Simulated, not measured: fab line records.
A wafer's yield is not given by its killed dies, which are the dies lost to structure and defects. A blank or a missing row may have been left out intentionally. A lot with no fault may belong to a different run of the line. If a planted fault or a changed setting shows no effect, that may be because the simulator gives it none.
fab line records | flow nand_harc
[record] lots = 6 | wafers = 17 | last_day = 31
route steps=1302 shown A_STAIRCASE@872 END@1302
lots that met no fault: taken from a fault-free run of the same line
start_h: hours from the record's first day to the start of the lot's first wafer shown | wait_h: hours since the lot's step before | " repeats the value in the row above | L1.1+2: a single row standing in for several wafers | - no value, or no start given | * or withheld: withheld | < > ~ a bound
route shown NAME@n: a module of which the file shows steps, and the number in the route of the first | usual: mean and standard deviation over wafers with no fault | same: alike in all rows | chamber/n: place in a boat | sites: the reading at each site | _std_site: standard deviation across them | _edge_site: outer sites' mean less inner sites' | radius_mm: for every site, how far away it sits from the centre of the wafer | mask NAME#n: copy n | behind: the last tool/chamber to shape the wafer | hold: cause of the lot's hold/its duration in hours/its outcome | device: the n, p or np transistor that did not switch | end of line: the route-end tests of the same wafers | a step without rows: its recipe alone | killed: count of dies lost to structure and defects at first sort (not the wafer's yield) | map: shows each die of a wafer: x if killed, . if not, _ if none is there
set.NAME: the setting as run; set.NAME@STEP: as run at that earlier step | model.NAME: the simulator's own value behind a step, which no gauge read
lots seen at some steps along the route; tables by step, rows by wafer
services: when a tool's chamber went out of use (start_h, in hours from the record's first day, below 0 if earlier), for how many hours, and the reason
[[steps]]
[step NHARC_A_STAIRCASE_STRIP_446]
[recipe] power_w = 1500 | temp_c = 250 | chemistry = O2
[usual] drypump_motor_current_A = 5.8/0.34 | heater_power_w = 352/26
lot.wafer | tool            | chamber | start_h | wait_h | drypump_motor_current_A | heater_power_w | rf_hours_counter_h
L880.1    | plasma_asher-01 | 0       | 448.76  | 0.1    | 6.2                     | 355            | 23
L880.3    | "               | 1       | "       | "      | 5.9                     | 391            | -
L880.6    | "               | 1       | "       | "      | 5.9                     | 386            | -
L887.2    | plasma_asher-01 | 1       | 506.41  | 0.1    | 5.9                     | 385            | 35
L887.1    | "               | 0       | "       | "      | 6.2                     | 345            | 35
L887.6    | "               | 1       | "       | "      | 5.9                     | 387            | -
L888.1    | plasma_asher-02 | 0       | 506.67  | 0.2    | 5.5                     | 343            | 12
L888.3    | "               | 1       | "       | "      | 5.3                     | 311            | -
L894.2    | plasma_asher-02 | 1       | 577.97  | 0.0    | 5.3                     | 318            | 28
L894.4    | "               | 0       | "       | "      | 5.5                     | 355            | -
L894.5    | "               | 0       | "       | "      | 5.5                     | 348            | -
L895.2    | plasma_asher-01 | 0       | 589.75  | 0.0    | 6.2                     | 343            | 10
L895.1    | "               | 1       | "       | "      | 5.9                     | 385            | 10
L895.6    | "               | 0       | "       | "      | 6.2                     | 341            | -
L898.2    | plasma_asher-01 | 0       | 618.90  | 0.0    | 6.2                     | 347            | 16
L898.1    | "               | 1       | "       | "      | 5.9                     | 384            | 16
L898.6    | "               | 1       | "       | "      | 5.9                     | 389            | -
[step NHARC_A_STAIRCASE_STRIP_447]
[recipe] time_s = 900 | temp_c = 130 | chemistry = SPM
[step NHARC_A_STAIRCASE_PRECLEAN_448]
[recipe] time_s = * | temp_c = 50 | bath_age_min = 0 | chemistry = SC1
[step NHARC_A_STAIRCASE_SRD_449]
[step NHARC_A_STAIRCASE_CMP_450]
[recipe] target_thk_nm = 200 | material = SiO2
[usual] motor_current_A = 11.6/1.5
lot.wafer | tool   | chamber | start_h | wait_h | motor_current_A
L880.3    | cmp-04 | 0       | 449.52  | -      | 9.9
L880.1    | "      | 2       | "       | "      | 9.8
L880.6    | "      | 3       | "       | "      | 14.5
L887.2    | cmp-02 | 2       | 507.23  | -      | 13.5
L887.1    | "      | 3       | "       | "      | 13.4
L887.6    | "      | 1       | "       | "      | 10.0
L888.1    | cmp-03 | 2       | 507.49  | -      | 11.5
L888.3    | "      | 3       | "       | "      | 10.6
L894.4    | cmp-02 | 2       | 578.79  | -      | 13.6
L894.2    | "      | 3       | "       | "      | 13.8
L894.5    | "      | 1       | "       | "      | 9.6
L895.2    | cmp-04 | 0       | 590.55  | -      | 10.4
L895.1    | "      | 3       | "       | "      | 13.6
L895.6    | "      | 0       | "       | "      | 11.1
L898.2    | cmp-02 | 0       | 619.71  | -      | 10.9
L898.1    | "      | 2       | "       | "      | 13.6
L898.6    | "      | 0       | "       | "      | 11.4
[step NHARC_A_STAIRCASE_CMP_152]
[usual] motor_current_A = 11.6/1.5
lot.wafer | tool   | chamber | start_h | wait_h | motor_current_A
L880.3    | cmp-04 | 0       | 449.60  | 0.1    | 10.8
L880.1    | "      | 2       | "       | "      | 9.5
L880.6    | "      | 3       | "       | "      | 13.4
L887.2    | cmp-02 | 2       | 507.30  | 0.1    | 14.4
L887.1    | "      | 3       | "       | "      | 13.5
L887.6    | "      | 1       | "       | "      | 9.8
L888.1    | cmp-03 | 2       | 507.57  | 0.1    | 11.6
L888.3    | "      | 3       | "       | "      | 10.2
L894.4    | cmp-02 | 2       | 578.87  | 0.1    | 13.4
L894.2    | "      | 3       | "       | "      | 13.8
L894.5    | "      | 1       | "       | "      | 10.4
L895.2    | cmp-04 | 0       | 590.62  | 0.1    | 11.2
L895.1    | "      | 3       | "       | "      | 13.4
L895.6    | "      | 0       | "       | "      | 10.7
L898.2    | cmp-02 | 0       | 619.79  | 0.1    | 10.5
L898.1    | "      | 2       | "       | "      | 14.1
L898.6    | "      | 0       | "       | "      | 11.0
[step NHARC_A_STAIRCASE_SRD_154]
[step NHARC_A_STAIRCASE_ETCH_403]
[recipe] target_depth_a = 1082 | chemistry = dHF | material = SiO2
[step NHARC_A_STAIRCASE_ETCHBACK_422]
[recipe] target_depth_a = 400 | over_etch_frac = 0.3 | time_s = 74.286 | ion_energy_ev = 120 | ch3f_flow_sccm = 50 | o2_flow_sccm = 30 | ar_flow_sccm = 200 | rf_w = 500 | bias_w = 100 | chemistry = CH3F/O2
[usual] chamber_pressure_mTorr = 25.000/0.026 | drypump_motor_current_A = 5.9/0.39 | oes_product_au = 0.95/0.035 | rf_vpp_V = 244.5/1.8 | showerhead_plenum_p_Torr = 2.47/0.11 | throttle_valve_pct = 20.664/0.0093
lot.wafer | tool        | chamber | start_h | wait_h | chamber_pressure_mTorr | drypump_motor_current_A | oes_product_au | rf_hours_counter_h | rf_vpp_V | showerhead_plenum_p_Torr | throttle_valve_pct
L880.3    | rie_diel-04 | 0       | 450.04  | 0.1    | 25.007                 | 6.2                     | 0.91           | 24                 | 247.1    | 2.65                     | 20.661
L880.1    | "           | 3       | "       | "      | 25.020                 | 6.1                     | 0.93           | 26                 | 243.8    | 2.47                     | 20.669
L880.6    | "           | 0       | "       | "      | 25.021                 | 6.2                     | 0.92           | -                  | 247.2    | 2.65                     | 20.648
L887.1    | rie_diel-04 | 1       | 507.78  | 0.2    | 25.020                 | 5.9                     | 0.94           | 45                 | 244.1    | 2.42                     | 20.658
L887.2    | "           | 2       | "       | "      | 25.011                 | 5.6                     | 0.93           | 43                 | 241.9    | 2.29                     | 20.654
L887.6    | "           | 3       | "       | "      | 25.013                 | 6.1                     | 0.92           | -                  | 244.1    | 2.47                     | 20.668
L888.3    | rie_diel-04 | 0       | 508.03  | 0.1    | 25.025                 | 6.1                     | 0.99           | 47                 | 246.9    | 2.64                     | 20.663
L888.1    | "           | 1       | "       | "      | 25.009                 | 5.9                     | 1.01           | 45                 | 243.7    | 2.42                     | 20.657
L894.2    | rie_diel-07 | 2       | 579.31  | 0.1    | 25.004                 | 6.1                     | 1.00           | 31                 | 245.4    | 2.53                     | 20.655
L894.4    | "           | 0       | "       | "      | 24.999                 | 6.3                     | 1.00           | 30                 | 241.8    | 2.33                     | 20.669
L894.5    | "           | 1       | "       | "      | 24.987                 | 5.9                     | 0.99           | -                  | 244.5    | 2.40                     | 20.657
L895.2    | rie_diel-08 | 3       | 591.09  | 0.1    | 24.991                 | 5.8                     | 1.00           | 11                 | 246.3    | 2.61                     | 20.657
L895.1    | "           | 2       | "       | "      | 24.999                 | 5.6                     | 0.99           | 12                 | 245.3    | 2.45                     | 20.658
L895.6    | "           | 3       | "       | "      | 24.986                 | 5.8                     | 0.99           | -                  | 246.6    | 2.61                     | 20.651
L898.1    | rie_diel-04 | 0       | 620.26  | 0.2    | 24.990                 | 6.2                     | 0.93           | 23                 | 247.0    | 2.63                     | 20.664
L898.2    | "           | 1       | "       | "      | 24.998                 | 5.9                     | 0.93           | 22                 | 242.5    | 2.40                     | 20.660
L898.6    | "           | 3       | "       | "      | 24.953                 | 6.2                     | 0.93           | -                  | 243.7    | 2.45                     | 20.670
[step NHARC_A_STAIRCASE_ETCH_423]
[recipe] target_depth_a = 300 | chemistry = dHF | material = SiO2
[step NHARC_A_STAIRCASE_ETCHBACK_157]
[recipe] target_depth_a = 900 | over_etch_frac = 0.3 | time_s = 167.14 | ion_energy_ev = 120 | ch3f_flow_sccm = 50 | o2_flow_sccm = 30 | ar_flow_sccm = 200 | rf_w = 500 | bias_w = 100 | chemistry = CH3F/O2
[usual] chamber_pressure_mTorr = 25.002/0.021 | drypump_motor_current_A = 5.9/0.38 | oes_product_au = 0.96/0.032 | rf_vpp_V = 244.4/1.7 | showerhead_plenum_p_Torr = 2.47/0.1 | throttle_valve_pct = 20.663/0.0094
lot.wafer | tool        | chamber | start_h | wait_h | chamber_pressure_mTorr | drypump_motor_current_A | oes_product_au | rf_hours_counter_h | rf_vpp_V | showerhead_plenum_p_Torr | throttle_valve_pct
L880.3    | rie_diel-07 | 1       | 450.45  | 0.2    | 24.995                 | 5.8                     | 0.92           | 53                 | 243.7    | 2.42                     | 20.657
L880.1    | "           | 2       | "       | "      | 25.051                 | 6.2                     | 0.91           | 51                 | 245.2    | 2.55                     | 20.681
L880.6    | "           | 0       | "       | "      | 24.987                 | 6.3                     | 0.90           | -                  | 241.3    | 2.35                     | 20.666
L887.2    | rie_diel-04 | 2       | 508.13  | 0.2    | 24.974                 | 5.6                     | 0.95           | 44                 | 241.0    | 2.29                     | 20.679
L887.1    | "           | 0       | "       | "      | 24.994                 | 6.2                     | 0.96           | 47                 | 246.3    | 2.64                     | 20.649
L887.6    | "           | 1       | "       | "      | 24.984                 | 5.9                     | 0.73           | -                  | 243.9    | 2.42                     | 20.665
L888.1    | rie_diel-04 | 1       | 508.38  | 0.1    | 25.015                 | 5.9                     | 1.02           | 45                 | 242.8    | 2.42                     | 20.682
L888.3    | "           | 2       | "       | "      | 25.044                 | 5.6                     | 0.76           | 44                 | 242.0    | 2.29                     | 20.671
L894.4    | rie_diel-07 | 1       | 579.66  | 0.1    | 24.987                 | 5.8                     | 0.98           | 31                 | 245.3    | 2.40                     | 20.673
L894.2    | "           | 2       | "       | "      | 24.995                 | 6.2                     | 1.00           | 31                 | 245.7    | 2.53                     | 20.660
L894.5    | "           | 2       | "       | "      | 25.017                 | 6.2                     | 0.99           | -                  | 245.5    | 2.53                     | 20.665
L895.1    | rie_diel-07 | 3       | 591.44  | 0.2    | 24.982                 | 4.9                     | 0.92           | 35                 | 246.7    | 2.51                     | 20.664
L895.2    | "           | 2       | "       | "      | 24.971                 | 6.2                     | 0.92           | 35                 | 245.1    | 2.53                     | 20.669
L895.6    | "           | 3       | "       | "      | 24.971                 | 4.9                     | 0.92           | -                  | 244.3    | 2.51                     | 20.672
L898.1    | rie_diel-04 | 2       | 620.61  | 0.1    | 24.991                 | 5.6                     | 0.95           | 15                 | 243.0    | 2.28                     | 20.657
L898.2    | "           | 0       | "       | "      | 24.982                 | 6.2                     | 0.95           | 23                 | 247.9    | 2.63                     | 20.653
L898.6    | "           | 2       | "       | "      | 25.032                 | 5.6                     | 0.96           | -                  | 242.6    | 2.28                     | 20.666
[step NHARC_A_STAIRCASE_STRIP_475]
[recipe] time_s = 20 | o2_flow_sccm = 500 | ar_flow_sccm = 0 | bias_w = 0 | chemistry = O2
[usual] chamber_pressure_mTorr = 60.00/0.046 | drypump_motor_current_A = 5.9/0.39 | oes_product_au = 0.998/0.011 | rf_vpp_V = 57.9/0.88 | showerhead_plenum_p_Torr = 3.54/0.14 | throttle_valve_pct = 17.037/0.0093
lot.wafer | tool        | chamber | start_h | wait_h | chamber_pressure_mTorr | drypump_motor_current_A | oes_product_au | rf_hours_counter_h | rf_vpp_V | showerhead_plenum_p_Torr | throttle_valve_pct
L880.3    | rie_diel-07 | 3       | -       | -      | 60.05                  | 5.0                     | 0.996          | 52                 | 58.0     | 3.63                     | 17.052
L880.1    | "           | 2       | "       | "      | 60.02                  | 6.2                     | 0.987          | 52                 | 57.2     | 3.65                     | 17.038
L880.6    | "           | 0       | "       | "      | 59.98                  | 6.3                     | 0.988          | -                  | 56.9     | 3.37                     | 17.032
L887.2    | rie_diel-04 | 0       | -       | -      | 59.98                  | 6.2                     | 1.002          | 47                 | 59.0     | 3.78                     | 17.046
L887.1    | "           | 1       | "       | "      | 60.01                  | 6.0                     | 1.022          | 45                 | 57.1     | 3.47                     | 17.036
L887.6    | "           | 3       | "       | "      | 60.00                  | 6.1                     | 0.979          | -                  | 59.1     | 3.54                     | 17.024
L888.1    | rie_diel-04 | 3       | -       | -      | 59.99                  | 6.1                     | 0.995          | 46                 | 58.1     | 3.54                     | 17.039
L888.3    | "           | 0       | "       | "      | 59.91                  | 6.2                     | 0.996          | 47                 | 58.9     | 3.78                     | 17.022
L894.4    | rie_diel-07 | 3       | -       | -      | 60.07                  | 4.9                     | 0.989          | 30                 | 58.1     | 3.61                     | 17.037
L894.2    | "           | 1       | "       | "      | 59.97                  | 5.9                     | 0.991          | 31                 | 57.3     | 3.45                     | 17.039
L894.5    | "           | 3       | "       | "      | 60.00                  | 4.9                     | 0.989          | -                  | 59.0     | 3.61                     | 17.050
L895.2    | rie_diel-07 | 1       | -       | -      | 59.93                  | 5.9                     | 0.988          | 35                 | 56.1     | 3.45                     | 17.035
L895.1    | "           | 0       | "       | "      | 59.99                  | 6.3                     | 0.990          | 36                 | 57.4     | 3.35                     | 17.036
L895.6    | "           | 1       | "       | "      | 59.96                  | 5.9                     | 0.987          | -                  | 57.0     | 3.45                     | 17.043
L898.2    | rie_diel-04 | 0       | -       | -      | 60.01                  | 6.2                     | 1.001          | 23                 | 58.8     | 3.76                     | 17.030
L898.1    | "           | 1       | "       | "      | 60.05                  | 5.9                     | 1.006          | 22                 | 57.8     | 3.45                     | 17.038
L898.6    | "           | 3       | "       | "      | 59.97                  | 6.2                     | 1.015          | -                  | 57.8     | 3.52                     | 17.034
[step NHARC_END_SORT_01]
[recipe] temp_c = 25
[usual] killed_at_array = 57/19 | killed_at_other = 0.9/1.1 | killed_at_periphery = 4.0/2.6 | killed_dies = 62/19 | killed_open = 3.3/1.8 | killed_short = 2.4/1.7
[same] gross_dies = 677
lot.wafer | tool      | chamber | start_h | wait_h | killed_at_array | killed_at_other | killed_at_periphery | killed_dies | killed_open | killed_short
L880.1    | prober-02 | 0       | 580.12  | 2.5    | 65              | 0               | 1                   | 66          | 2           | 6
L880.3    | prober-02 | 0       | 581.73  | 3.1    | 52              | 1               | 2                   | 55          | 4           | 4
L880.6    | prober-02 | 0       | 584.14  | 4.0    | 62              | 0               | 1                   | 63          | 2           | 4
L887.1    | prober-01 | 0       | 635.19  | 2.5    | 59              | 0               | 2                   | 61          | 4           | 3
L887.2    | prober-01 | 0       | 635.99  | 2.8    | 46              | 0               | 2                   | 48          | 4           | 1
L887.6    | prober-01 | 0       | 639.19  | 4.0    | 674             | 0               | 3                   | 677         | 2           | 1
L888.1    | prober-02 | 0       | 635.22  | 2.5    | 78              | 1               | 5                   | 84          | 5           | 3
L888.3    | prober-02 | 0       | 636.83  | 3.1    | 671             | 0               | 6                   | 677         | 4           | 3
L894.2    | prober-02 | 0       | 711.71  | 2.8    | 77              | 0               | 2                   | 79          | 1           | 2
L894.4    | prober-02 | 0       | 713.29  | 3.4    | 83              | 1               | 3                   | 87          | 9           | 4
L894.5    | prober-02 | 0       | 714.08  | 3.7    | 91              | 0               | 1                   | 92          | 5           | 0
L895.1    | prober-01 | 0       | 722.22  | 2.5    | 35              | 3               | 3                   | 41          | 1           | 2
L895.2    | prober-01 | 0       | 723.01  | 2.8    | 41              | 1               | 4                   | 46          | 2           | 1
L895.6    | prober-01 | 0       | 726.18  | 4.0    | 44              | 0               | 5                   | 49          | 9           | 5
L898.1    | prober-01 | 0       | 750.48  | 2.5    | 85              | 0               | 11                  | 96          | 5           | 3
L898.2    | prober-01 | 0       | 751.27  | 2.8    | 72              | 1               | 6                   | 79          | 2           | 1
L898.6    | prober-01 | 0       | 754.44  | 4.0    | 81              | 0               | 5                   | 86          | 3           | 2
// killed by level:class
L880.1 A_CHANNEL_HOLE_D2:chamber_film_flake=36 A_SLIT:chamber_film_flake=14 A_CONTACT:chamber_film_flake=4 A_CHANNEL_FILL_D1:geometric_particle:short=2 A_STAIRCASE:chamber_film_flake=2 A_SOURCE_PLATE:geometric_particle:short=1 A_ONON_D1:geometric_particle:short=1 A_DECK1_JOINT:geometric_particle:short=1
L880.3 A_CHANNEL_HOLE_D2:chamber_film_flake=29 A_SLIT:chamber_film_flake=14 A_WL_FILL:geometric_particle:short=2 A_CONTACT:chamber_film_flake=2 P_STI:geometric_particle:open=1 P_CONTACT:geometric_particle:open=1 A_ONON_D1:geometric_particle:open=1 A_ONON_D1:geometric_particle:short=1
L880.6 A_CHANNEL_HOLE_D2:chamber_film_flake=31 A_SLIT:chamber_film_flake=14 A_CONTACT:chamber_film_flake=9 P_M2:geometric_particle:open=1 A_ONON_D1:geometric_particle:short=1 A_CHANNEL_HOLE_D1:geometric_particle:short=1 A_DECK1_JOINT:geometric_particle:short=1 A_WL_FILL:geometric_particle:open=1
L887.1 A_CHANNEL_HOLE_D2:chamber_film_flake=31 A_CHANNEL_HOLE_D1:chamber_film_flake=12 A_BLC:chamber_film_flake=3 P_M1:geometric_particle:short=2 A_CHANNEL_FILL_D1:chamber_film_flake=2 A_CONTACT:chamber_film_flake=2 A_CHANNEL_HOLE_D1:geometric_particle:open=1 A_DECK1_JOINT:geometric_particle:open=1
L888.1 A_CHANNEL_HOLE_D1:chamber_film_flake=30 A_SLIT:chamber_film_flake=28 A_CHANNEL_HOLE_D2:chamber_film_flake=9 A_CONTACT:chamber_film_flake=3 P_M0:geometric_particle:open=2 A_WL_FILL:geometric_particle:short=2 P_M2:chamber_film_flake=2 A_ONON_D2:geometric_particle:open=1
L887.2 A_CHANNEL_HOLE_D2:chamber_film_flake=22 A_BLC:chamber_film_flake=8 A_CHANNEL_HOLE_D1:chamber_film_flake=5 A_STAIRCASE:chamber_film_flake=2 A_CONTACT:chamber_film_flake=2 P_GATE:geometric_particle:open=1 A_CHANNEL_HOLE_D1:geometric_particle:short=1 A_CHANNEL_FILL_D1:geometric_particle:open=1
L888.3 A_STAIRCASE:area_etchback=595 A_CHANNEL_HOLE_D1:chamber_film_flake=31 A_SLIT:chamber_film_flake=17 A_CHANNEL_HOLE_D2:chamber_film_flake=15 P_ZERO_WELL:chamber_film_flake=3 A_CONTACT:chamber_film_flake=3 A_ZERO_WELL:chamber_film_flake=2 A_DECK1_JOINT:chamber_film_flake=2
L887.6 A_STAIRCASE:area_etchback=628 A_CHANNEL_HOLE_D2:chamber_film_flake=28 A_CHANNEL_HOLE_D1:chamber_film_flake=5 A_BLC:chamber_film_flake=3 A_DECK1_JOINT:chamber_film_flake=2 P_GATE:chamber_film_flake=2 A_CONTACT:chamber_film_flake=2 A_DECK1_JOINT:geometric_particle:open=1
L894.2 A_CHANNEL_HOLE_D2:chamber_film_flake=24 A_CHANNEL_HOLE_D1:chamber_film_flake=23 A_SLIT:chamber_film_flake=18 A_M1:chamber_film_flake=4 A_CONTACT:chamber_film_flake=3 A_STAIRCASE:chamber_film_flake=2 P_CONTACT:geometric_particle:open=1 A_ONON_D1:geometric_particle:short=1
L894.4 A_CHANNEL_HOLE_D1:chamber_film_flake=26 A_CHANNEL_HOLE_D2:chamber_film_flake=22 A_SLIT:chamber_film_flake=14 A_M1:chamber_film_flake=4 A_CONTACT:chamber_film_flake=3 A_CHANNEL_FILL_D2:geometric_particle:short=2 A_M0:geometric_particle:open=2 A_M1:geometric_particle:open=2
L894.5 A_SLIT:chamber_film_flake=33 A_CHANNEL_HOLE_D1:chamber_film_flake=30 A_CHANNEL_HOLE_D2:chamber_film_flake=11 A_STAIRCASE:chamber_film_flake=4 A_CONTACT:chamber_film_flake=4 A_M0:geometric_particle:open=2 A_WL_FILL:chamber_film_flake=2 A_M1:chamber_film_flake=2
L895.1 A_CHANNEL_HOLE_D1:chamber_film_flake=23 A_SLIT:chamber_film_flake=3 P_M2:chamber_film_flake=2 A_ZERO_WELL:chamber_film_flake=2 A_STAIRCASE:chamber_film_flake=2 A_CONTACT:chamber_film_flake=2 THIN_TSV:chamber_film_flake=2 A_ONON_D1:geometric_particle:short=1
L895.2 A_CHANNEL_HOLE_D1:chamber_film_flake=31 A_SLIT:chamber_film_flake=4 P_M2:chamber_film_flake=3 A_DECK1_JOINT:chamber_film_flake=3 P_CONTACT:geometric_particle:open=1 A_BLC:geometric_particle:short=1 A_M0:geometric_particle:open=1 A_STAIRCASE:chamber_film_flake=1
L895.6 A_CHANNEL_HOLE_D1:chamber_film_flake=24 A_WL_FILL:geometric_particle:short=3 P_CONTACT:chamber_film_flake=3 A_SLIT:chamber_film_flake=3 A_ONON_D1:geometric_particle:open=2 A_CONTACT:chamber_film_flake=2 P_GATE:geometric_particle:open=1 P_CONTACT:geometric_particle:open=1
L898.1 A_SLIT:chamber_film_flake=34 A_CHANNEL_HOLE_D1:chamber_film_flake=22 A_CHANNEL_HOLE_D2:chamber_film_flake=12 A_CONTACT:chamber_film_flake=6 P_BONDPAD:chamber_film_flake=4 P_CONTACT:geometric_particle:open=2 P_ZERO_WELL:chamber_film_flake=2 A_DECK1_JOINT:chamber_film_flake=2
L898.2 A_CHANNEL_HOLE_D1:chamber_film_flake=24 A_CHANNEL_HOLE_D2:chamber_film_flake=19 A_SLIT:chamber_film_flake=14 A_CONTACT:chamber_film_flake=4 P_BONDPAD:chamber_film_flake=3 A_WL_FILL:chamber_film_flake=3 A_STAIRCASE:chamber_film_flake=2 P_M0:geometric_particle:open=1
L898.6 A_CHANNEL_HOLE_D1:chamber_film_flake=24 A_SLIT:chamber_film_flake=21 A_CHANNEL_HOLE_D2:chamber_film_flake=15 A_CONTACT:chamber_film_flake=9 A_SGD_CUT:chamber_film_flake=4 P_GATE:chamber_film_flake=3 A_WL_FILL:chamber_film_flake=2 P_CONTACT:geometric_particle:open=1
// map L887.6 (x killed, . not)
____________x____________
_________xxxxxxx_________
_______xxxxxxxxxxx_______
______xxxxxxxxxxxxx______
_____xxxxxxxxxxxxxxx_____
____xxxxxxxxxxxxxxxxx____
____xxxxxxxxxxxxxxxxx____
___xxxxxxxxxxxxxxxxxxx___
___xxxxxxxxxxxxxxxxxxx___
__xxxxxxxxxxxxxxxxxxxxx__
__xxxxxxxxxxxxxxxxxxxxx__
_xxxxxxxxxxxxxxxxxxxxxxx_
_xxxxxxxxxxxxxxxxxxxxxxx_
_xxxxxxxxxxxxxxxxxxxxxxx_
_xxxxxxxxxxxxxxxxxxxxxxx_
_xxxxxxxxxxxxxxxxxxxxxxx_
xxxxxxxxxxxxxxxxxxxxxxxxx
xxxxxxxxxxxxxxxxxxxxxxxxx
xxxxxxxxxxxxxxxxxxxxxxxxx
xxxxxxxxxxxxxxxxxxxxxxxxx
xxxxxxxxxxxxxxxxxxxxxxxxx
_xxxxxxxxxxxxxxxxxxxxxxx_
_xxxxxxxxxxxxxxxxxxxxxxx_
_xxxxxxxxxxxxxxxxxxxxxxx_
_xxxxxxxxxxxxxxxxxxxxxxx_
_xxxxxxxxxxxxxxxxxxxxxxx_
__xxxxxxxxxxxxxxxxxxxxx__
__xxxxxxxxxxxxxxxxxxxxx__
___xxxxxxxxxxxxxxxxxxx___
___xxxxxxxxxxxxxxxxxxx___
____xxxxxxxxxxxxxxxxx____
____xxxxxxxxxxxxxxxxx____
_____xxxxxxxxxxxxxxx_____
______xxxxxxxxxxxxx______
_______xxxxxxxxxxx_______
_________xxxxxxx_________
____________x____________
// map L888.3 (x killed, . not)
____________x____________
_________xxxxxxx_________
_______xxxxxxxxxxx_______
______xxxxxxxxxxxxx______
_____xxxxxxxxxxxxxxx_____
____xxxxxxxxxxxxxxxxx____
____xxxxxxxxxxxxxxxxx____
___xxxxxxxxxxxxxxxxxxx___
___xxxxxxxxxxxxxxxxxxx___
__xxxxxxxxxxxxxxxxxxxxx__
__xxxxxxxxxxxxxxxxxxxxx__
_xxxxxxxxxxxxxxxxxxxxxxx_
_xxxxxxxxxxxxxxxxxxxxxxx_
_xxxxxxxxxxxxxxxxxxxxxxx_
_xxxxxxxxxxxxxxxxxxxxxxx_
_xxxxxxxxxxxxxxxxxxxxxxx_
xxxxxxxxxxxxxxxxxxxxxxxxx
xxxxxxxxxxxxxxxxxxxxxxxxx
xxxxxxxxxxxxxxxxxxxxxxxxx
xxxxxxxxxxxxxxxxxxxxxxxxx
xxxxxxxxxxxxxxxxxxxxxxxxx
_xxxxxxxxxxxxxxxxxxxxxxx_
_xxxxxxxxxxxxxxxxxxxxxxx_
_xxxxxxxxxxxxxxxxxxxxxxx_
_xxxxxxxxxxxxxxxxxxxxxxx_
_xxxxxxxxxxxxxxxxxxxxxxx_
__xxxxxxxxxxxxxxxxxxxxx__
__xxxxxxxxxxxxxxxxxxxxx__
___xxxxxxxxxxxxxxxxxxx___
___xxxxxxxxxxxxxxxxxxx___
____xxxxxxxxxxxxxxxxx____
____xxxxxxxxxxxxxxxxx____
_____xxxxxxxxxxxxxxx_____
______xxxxxxxxxxxxx______
_______xxxxxxxxxxx_______
_________xxxxxxx_________
____________x____________
[[services]]
tool            | chamber | start_h | hours | kind
plasma_asher-02 | -       | 425.55  | 11.1  | repair
cmp-02          | -       | 430.09  | 4.0   | pm
rie_diel-04     | 0       | 440.41  | -     | clean
rie_diel-04     | 1       | 440.41  | -     | clean
rie_diel-04     | 2       | 440.41  | -     | clean
cmp-04          | -       | 454.62  | 1.4   | repair
cmp-03          | -       | 456.13  | 4.0   | pm
rie_diel-07     | -       | 473.84  | 9.0   | pm
cmp-03          | -       | 484.04  | 2.1   | repair
cmp-04          | -       | 487.81  | 0.3   | repair
cmp-04          | -       | 503.26  | 4.0   | pm
rie_diel-08     | 3       | 509.73  | 6.1   | repair
plasma_asher-01 | -       | 519.24  | 9.0   | pm
cmp-02          | -       | 528.09  | 4.0   | pm
rie_diel-04     | -       | 534.44  | 9.0   | pm
rie_diel-08     | -       | 545.00  | 9.0   | pm
cmp-02          | -       | 550.62  | 2.5   | repair
cmp-03          | -       | 554.13  | 4.0   | pm
rie_diel-04     | 1       | 581.89  | 3.3   | repair
cmp-02          | -       | 593.44  | 0.8   | repair
cmp-04          | -       | 601.26  | 4.0   | pm
rie_diel-08     | 3       | 607.24  | 8.4   | repair
plasma_asher-02 | -       | 613.62  | 9.0   | pm
rie_diel-04     | -       | 615.40  | 0.6   | repair
[[key]]
[first_sign] step = NHARC_A_STAIRCASE_ETCHBACK_157 | reading = oes_product_au | direction = down | sigmas = 6.6 | usual = 0.96 | struck = 0.75
[effect] step = NHARC_END_SORT_01 | reading = killed_dies | direction = up | sigmas = 33 | usual = 62 | struck = 677
[more_kills_born_at] NHARC_A_STAIRCASE_ETCHBACK_157@rie_diel-04 = 1223
met_at NHARC_A_STAIRCASE_ETCHBACK_157
struck_wafers L887.6,L888.3
later_rows_left_out L887.6,L888.3
tester_left_out L887,L888
[fault] kind = process_parameter_drift | tool = rie_diel-04 | chamber = - | onset_h = 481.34 | steps = NHARC_A_STAIRCASE_ETCHBACK_157 | channel = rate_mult | offset = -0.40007 | shape = step | end_h = 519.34 | scope = struck_wafers_only
// tester_left_out: of these lots the tester's yield and bins aren't shown, on N5 and GAA mostly nor the transistor test; their killed dies are dies lost to structure and defects alone, not to doping, threshold or leakage, so they don't give the yield
// later_rows_left_out: the simulator's readings of these wafers behind a module that went badly wrong aren't trusted and aren't shown, but for the sort
